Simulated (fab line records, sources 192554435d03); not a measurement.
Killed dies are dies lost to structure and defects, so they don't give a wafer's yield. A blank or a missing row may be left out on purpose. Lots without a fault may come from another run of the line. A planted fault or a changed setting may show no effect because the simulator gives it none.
Which tool did it? | flow n5_finfet | 8 lots, 23 wafers sampled, at 8 steps of a route of 1938

WHAT THE GAUGES READ, wafer by wafer
N5_BEOL_M4_RC_MEAS_101. Usual: DIBL_N 36.5 mV/V, standard deviation 1.9; DIBL_P 36.4 mV/V, standard deviation 2.2; IOFF_N 0.17 nA/um, standard deviation 0.034; IOFF_P 0.21 nA/um, standard deviation 0.036; ION_N 678 uA/um, standard deviation 12; ION_P 462 uA/um, standard deviation 7.1; SS_N 71.7 mV/dec, standard deviation 0.61; SS_P 73.4 mV/dec, standard deviation 0.71; VT_N 249 mV, standard deviation 3.5; VT_P -251 mV, standard deviation 3.
lot  | measured     | on        | DIBL_N (mV/V)  | DIBL_P (mV/V)  | IOFF_N (nA/um) | IOFF_P (nA/um) | ION_N (uA/um) | ION_P (uA/um) | SS_N (mV/dec)  | SS_P (mV/dec)  | VT_N (mV)   | VT_P (mV)      | flag
L708 | day 8 17:50  | prober-01 | 37.7 36.6 37.5 | 37.9 37.3 37.5 | 0.21 0.18 0.19 | 0.25 0.23 0.23 | 689 679 683   | 467 465 461   | 72.5 71.9 72.7 | 74.7 74.8 73.5 | 244 248 246 | -249 -250 -251 |
L713 | day 9 17:25  | prober-02 | 38.1 35.4 39.0 | 38.5 33.8 39.9 | 0.20 0.14 0.22 | 0.25 0.18 0.28 | 687 670 688   | 464 456 473   | 71.9 71.4 72.3 | 73.6 72.7 74.6 | 246 251 245 | -249 -252 -248 |
L716 | day 10 21:35 | prober-01 | 36.3 36.0 35.0 | 34.0 33.9 32.9 | 0.13 0.13 0.12 | 0.17 0.16 0.16 | 664 671 658   | 456 453 458   | 70.8 70.9 71.3 | 72.6 73.0 72.2 | 253 252 256 | -258 -255 -256 |
L717 | day 11 09:53 | prober-01 | 38.7 37.5 36.0 | 38.9 38.0 35.6 | 0.20 0.18 0.14 | 0.23 0.21 0.17 | 692 691 664   | 470 467 457   | 72.4 72.1 71.6 | 74.4 73.2 73.2 | 244 249 254 | -250 -252 -256 |
L718 | day 11 14:27 | prober-02 | 34.8 35.9 38.4 | 36.8 37.5 41.5 | 0.14 0.16 0.22 | 0.22 0.22 0.30 | 680 672 706   | 472 464 483   | 71.0 72.0 72.2 | 72.4 72.7 73.6 | 249 249 243 | -247 -249 -243 |
L725 | day 13 11:59 | prober-01 | 36.4 36.3      | 37.1 36.7      | 0.16 0.17      | 0.21 0.21      | 674 700       | 459 474       | 71.1 71.9      | 73.2 73.1      | 250 247     | -251 -251      |
L730 | day 14 21:52 | prober-01 | 33.3 37.5 36.8 | 33.5 38.2 36.7 | 0.13 0.19 0.18 | 0.15 0.21 0.20 | 663 677 680   | 460 459 460   | 71.1 72.0 71.3 | 72.2 73.9 73.4 | 250 248 244 | -253 -250 -252 |
L731 | day 15 11:43 | prober-01 | 36.4 34.1 34.1 | 35.3 32.6 32.6 | 0.16 0.13 0.13 | 0.21 0.17 0.18 | 669 673 676   | 459 464 466   | 71.8 71.4 71.1 | 73.7 72.4 73.0 | 250 253 251 | -250 -253 -252 |

N5_BEOL_M9_OCD_MEAS_38. Usual: trench_depth_nm 151.0 nm, standard deviation 2.9.
lot  | measured     | on     | trench_depth_nm (nm) | flag
L708 | day 10 20:10 | ocd-01 | 152.0 156.3 152.5    |
L713 | day 12 06:30 | ocd-01 | 143.5 149.5 151.0    |
L716 | day 12 21:11 | ocd-01 | 152.8 153.0 154.3    |
L717 | day 13 13:34 | ocd-02 | 150.1 151.8 33.0     | OFF
L718 | day 13 14:03 | ocd-02 | 152.2 37.4 7.3       | OFF
L725 | day 15 11:47 | ocd-02 | 151.0 154.5          |
L730 | day 17 02:03 | ocd-01 | 155.3 143.9 151.1    |
L731 | day 18 01:06 | ocd-02 | 146.6 150.7 146.4    |

N5_BEOL_M9_THK_MEAS_53: measures by xrf. Usual: M9_THK 144 nm, standard deviation 3.4.
lot  | measured     | on            | M9_THK (nm) | flag
L708 | day 10 22:31 | film_metro-01 | 146 149 147 |
L713 | day 12 09:37 | film_metro-01 | 135 141 143 |
L716 | day 12 23:56 | film_metro-02 | 147 149 149 |
L717 | day 13 16:34 | film_metro-01 | 142 142 -   |
L718 | day 13 16:50 | film_metro-02 | 147 - -     |
L725 | day 15 15:43 | film_metro-02 | 143 146     |
L730 | day 17 06:52 | film_metro-01 | 150 137 144 |
L731 | day 18 03:10 | film_metro-01 | 141 142 138 |

WHICH TOOL RAN EACH LOT (tool, then ch and the chambers of the sampled wafers, then the start)
lot  | N5_BEOL_M9_HM_OPEN_17             | N5_BEOL_M9_VIA_ETCH_34             | N5_BEOL_M9_ETCH_41                            | N5_BEOL_M9_STRIP_80                           | N5_BEOL_M9_CURE_72
L708 | rie_metal-02 ch 0,1, day 10 18:28 | rie_diel-02 ch 2,3, day 10 19:53   | rie_diel-02 ch 2,3, day 10 20:10 or earlier   | rie_diel-02 ch 2,3, day 10 20:10 or earlier   | uv_cure-03 ch 1, day 10 20:25
L713 | rie_metal-03 ch 1, day 12 03:50   | rie_diel-06 ch 2,3, day 12 06:13   | rie_diel-06 ch 2,3, day 12 06:30 or earlier   | rie_diel-06 ch 2,3, day 12 06:30 or earlier   | uv_cure-03 ch 1, day 12 06:41
L716 | rie_metal-01 ch 0,1, day 12 18:35 | rie_diel-05 ch 0,2, day 12 20:54   | rie_diel-05 ch 0,2, day 12 21:11 or earlier   | rie_diel-05 ch 0,2, day 12 21:11 or earlier   | uv_cure-01 ch 2, day 12 21:25
L717 | rie_metal-03 ch 1, day 13 10:44   | rie_diel-05 ch 0,3, day 13 13:17   | rie_diel-05 ch 0,3, day 13 13:34 or earlier   | rie_diel-05 ch 0,3, day 13 13:34 or earlier   | uv_cure-02 ch 1, day 13 13:46
L718 | rie_metal-03 ch 0,1, day 13 10:26 | rie_diel-05 ch 0,1,2, day 13 13:47 | rie_diel-05 ch 0,1,2, day 13 14:03 or earlier | rie_diel-05 ch 0,1,2, day 13 14:03 or earlier | uv_cure-01 ch 0, day 13 14:15
L725 | rie_metal-02 ch 1, day 15 10:17   | rie_diel-06 ch 1,2, day 15 11:31   | rie_diel-06 ch 1,2, day 15 11:47 or earlier   | rie_diel-06 ch 1,2, day 15 11:47 or earlier   | uv_cure-03 ch 1, day 15 12:02
L730 | rie_metal-02 ch 0,1, day 17 00:17 | rie_diel-06 ch 0,1,3, day 17 01:46 | rie_diel-06 ch 0,1,3, day 17 02:03 or earlier | rie_diel-06 ch 0,1,3, day 17 02:03 or earlier | uv_cure-03 ch 2, day 17 02:14
L731 | rie_metal-01 ch 0,1, day 17 19:12 | rie_diel-02 ch 0,2, day 18 00:49   | rie_diel-02 ch 0,2, day 18 01:06 or earlier   | rie_diel-02 ch 0,2, day 18 01:06 or earlier   | uv_cure-01 ch 2, day 18 01:17
- N5_BEOL_M9_HM_OPEN_17: chemistry Cl2/BCl3, target TiN, target depth 20 nm, overetch 6 nm.
- N5_BEOL_M9_VIA_ETCH_34: etches SiCOH lowk in C4F6/O2, target depth 182.4 nm, time 68.4 s.
- N5_BEOL_M9_ETCH_41: etches SiCN in CH3F/O2, target depth 36.6 nm, time 70.1 s.
- N5_BEOL_M9_STRIP_80: strips in N2/H2, time 10 s.
- N5_BEOL_M9_CURE_72: cures SiCOH lowk, time 120 s.

WHAT THE TOOLS THEMSELVES READ (means of the sampled wafers that have a number; where no wafer has one, the mark that the record gives instead)
N5_BEOL_M9_HM_OPEN_17. Usual: drypump_motor_current_A 5.5 A, standard deviation 0.46; oes_product_au 0.65 a.u., standard deviation 0.09; throttle_valve_pct 22.01 %, standard deviation 0.19.
lot  | tool         | drypump_motor_current_A (A) | oes_product_au (a.u.) | throttle_valve_pct (%) | flag
L708 | rie_metal-02 | 5.5                         | 0.61                  | 21.91                  |
L713 | rie_metal-03 | 4.9                         | 0.83                  | 21.98                  |
L716 | rie_metal-01 | 5.5                         | 0.73                  | 21.98                  |
L717 | rie_metal-03 | 4.9                         | 0.76                  | 22.02                  |
L718 | rie_metal-03 | 5.3                         | 0.68                  | 22.21                  |
L725 | rie_metal-02 | 5.5                         | 0.60                  | 21.90                  |
L730 | rie_metal-02 | 5.7                         | 0.75                  | 21.76                  |
L731 | rie_metal-01 | 5.1                         | 0.73                  | 21.93                  |

N5_BEOL_M9_VIA_ETCH_34. Usual: drypump_motor_current_A 5.6 A, standard deviation 0.41; oes_f_703_au 0.79 a.u., standard deviation 0.077; oes_product_au 0.79 a.u., standard deviation 0.084; rf_vpp_V 665 V, standard deviation 12; showerhead_plenum_p_Torr 2.83 Torr, standard deviation 0.071; throttle_valve_pct 20.87 %, standard deviation 0.25.
lot  | tool        | drypump_motor_current_A (A) | oes_f_703_au (a.u.) | oes_product_au (a.u.) | rf_vpp_V (V) | showerhead_plenum_p_Torr (Torr) | throttle_valve_pct (%) | flag
L708 | rie_diel-02 | 5.9                         | 0.84                | 0.81                  | 661          | 2.80                            | 20.72                  |
L713 | rie_diel-06 | 5.6                         | 0.73                | 0.72                  | 663          | 2.95                            | 21.06                  |
L716 | rie_diel-05 | 5.9                         | 0.82                | 0.81                  | 674          | 2.84                            | 20.63                  |
L717 | rie_diel-05 | 5.2                         | 0.84                | 0.72                  | 653          | 2.79                            | 20.79                  |
L718 | rie_diel-05 | 5.7                         | 0.79                | 0.50                  | 666          | 2.85                            | 20.60                  | OFF
L725 | rie_diel-06 | 6.0                         | 0.83                | 0.82                  | 668          | 2.86                            | 20.84                  |
L730 | rie_diel-06 | 5.8                         | 0.76                | 0.77                  | 674          | 2.81                            | 20.98                  |
L731 | rie_diel-02 | 5.4                         | 0.69                | 0.68                  | 669          | 2.89                            | 21.26                  |

N5_BEOL_M9_ETCH_41. Usual: drypump_motor_current_A 5.6 A, standard deviation 0.41; oes_product_au 0.79 a.u., standard deviation 0.083; rf_vpp_V 297.2 V, standard deviation 1.3; showerhead_plenum_p_Torr 1.99 Torr, standard deviation 0.052; throttle_valve_pct 16.30 %, standard deviation 0.23.
lot  | tool        | drypump_motor_current_A (A) | oes_product_au (a.u.) | rf_vpp_V (V) | showerhead_plenum_p_Torr (Torr) | throttle_valve_pct (%) | flag
L708 | rie_diel-02 | 5.9                         | 0.80                  | 297.0        | 1.97                            | 16.19                  |
L713 | rie_diel-06 | 5.6                         | 0.72                  | 298.5        | 2.08                            | 16.47                  |
L716 | rie_diel-05 | 5.9                         | 0.82                  | 297.0        | 2.00                            | 16.05                  |
L717 | rie_diel-05 | 5.2                         | 0.84                  | 296.8        | 1.96                            | 16.19                  |
L718 | rie_diel-05 | 5.7                         | 0.78                  | 298.6        | 2.00                            | 16.16                  |
L725 | rie_diel-06 | 6.0                         | 0.81                  | 298.2        | 2.02                            | 16.24                  |
L730 | rie_diel-06 | 5.8                         | 0.78                  | 296.7        | 1.98                            | 16.41                  |
L731 | rie_diel-02 | 5.4                         | 0.68                  | 298.2        | 2.03                            | 16.68                  |

N5_BEOL_M9_STRIP_80. Usual: drypump_motor_current_A 5.6 A, standard deviation 0.41; n2_flow_sccm 200.0 sccm, standard deviation 0.64; oes_product_au 0.78 a.u., standard deviation 0.083; rf_vpp_V 59.1 V, standard deviation 0.81; showerhead_plenum_p_Torr 2.52 Torr, standard deviation 0.064; temp_c 40.02 C, standard deviation 0.1; throttle_valve_pct 23.6 %, standard deviation 0.31.
lot  | tool        | drypump_motor_current_A (A) | n2_flow_sccm (sccm) | oes_product_au (a.u.) | rf_vpp_V (V) | showerhead_plenum_p_Torr (Torr) | temp_c (C) | throttle_valve_pct (%) | flag
L708 | rie_diel-02 | 5.9                         | 200.0               | 0.80                  | 59.0         | 2.52                            | 40.03      | 23.5                   |
L713 | rie_diel-06 | 5.6                         | 199.6               | 0.72                  | 58.6         | 2.62                            | 39.93      | 23.9                   |
L716 | rie_diel-05 | 5.9                         | 199.9               | 0.81                  | 58.8         | 2.54                            | 40.04      | 23.3                   |
L717 | rie_diel-05 | 5.2                         | 199.6               | 0.85                  | 59.6         | 2.44                            | 39.92      | 23.2                   |
L718 | rie_diel-05 | 5.7                         | 199.8               | 0.77                  | 59.7         | 2.54                            | 40.01      | 23.3                   |
L725 | rie_diel-06 | 6.1                         | 199.4               | 0.81                  | 59.4         | 2.56                            | 40.05      | 23.9                   |
L730 | rie_diel-06 | 5.8                         | 200.1               | 0.76                  | 58.9         | 2.51                            | 39.93      | 23.9                   |
L731 | rie_diel-02 | 5.4                         | 199.8               | 0.67                  | 59.5         | 2.56                            | 40.01      | 23.8                   |

N5_BEOL_M9_CURE_72. Usual: lamp_power_pct 52.31 %, standard deviation 0.057; wafer_temp_C_max 371.5, standard deviation 0.45.
lot  | tool       | lamp_power_pct (%) | wafer_temp_C_max | flag
L708 | uv_cure-03 | 52.25              | 371.0            |
L713 | uv_cure-03 | 52.30              | 370.7            |
L716 | uv_cure-01 | 52.30              | 371.5            |
L717 | uv_cure-02 | 52.32              | 371.9            |
L718 | uv_cure-01 | 52.33              | 371.3            |
L725 | uv_cure-03 | 52.27              | 371.1            |
L730 | uv_cure-03 | 52.37              | 371.5            |
L731 | uv_cure-01 | 52.33              | 371.3            |

THE ANSWER, worked out from the rows above alone
Rule: a lot is off if the mean of its wafers that have a number lies more than 3 standard deviations from the usual mean. A lot without any number at a reading at which 4 lots or more have one is off too. The other lots that the step has rows for count as sound. The gauges are gone through in route order, then the tools' own readings, and for those a lot's mean is taken as printed above. The first step at which some lot is off is used, and at that step the reading that is off furthest; a lot without a number counts as furthest.
Off: L717, L718, at N5_BEOL_M9_OCD_MEAS_38 (trench_depth_nm).
A tool fits if, at a process step before that reading, it ran every lot that is off, and no sound lot after the first of them. The gauges at N5_BEOL_M9_OCD_MEAS_38 are tried like those tools. N5_BEOL_M9_ETCH_41 gives no start for some lots, so the hours and the order of its lots are those of N5_BEOL_M9_OCD_MEAS_38. N5_BEOL_M9_STRIP_80 gives no start for some lots, so the hours and the order of its lots are those of N5_BEOL_M9_OCD_MEAS_38. Can't be told from this: 2 tools fit, rie_metal-03 at N5_BEOL_M9_HM_OPEN_17, rie_diel-05 at N5_BEOL_M9_VIA_ETCH_34 and N5_BEOL_M9_ETCH_41 and N5_BEOL_M9_STRIP_80.

WHAT THE SIMULATOR HAD PUT IN
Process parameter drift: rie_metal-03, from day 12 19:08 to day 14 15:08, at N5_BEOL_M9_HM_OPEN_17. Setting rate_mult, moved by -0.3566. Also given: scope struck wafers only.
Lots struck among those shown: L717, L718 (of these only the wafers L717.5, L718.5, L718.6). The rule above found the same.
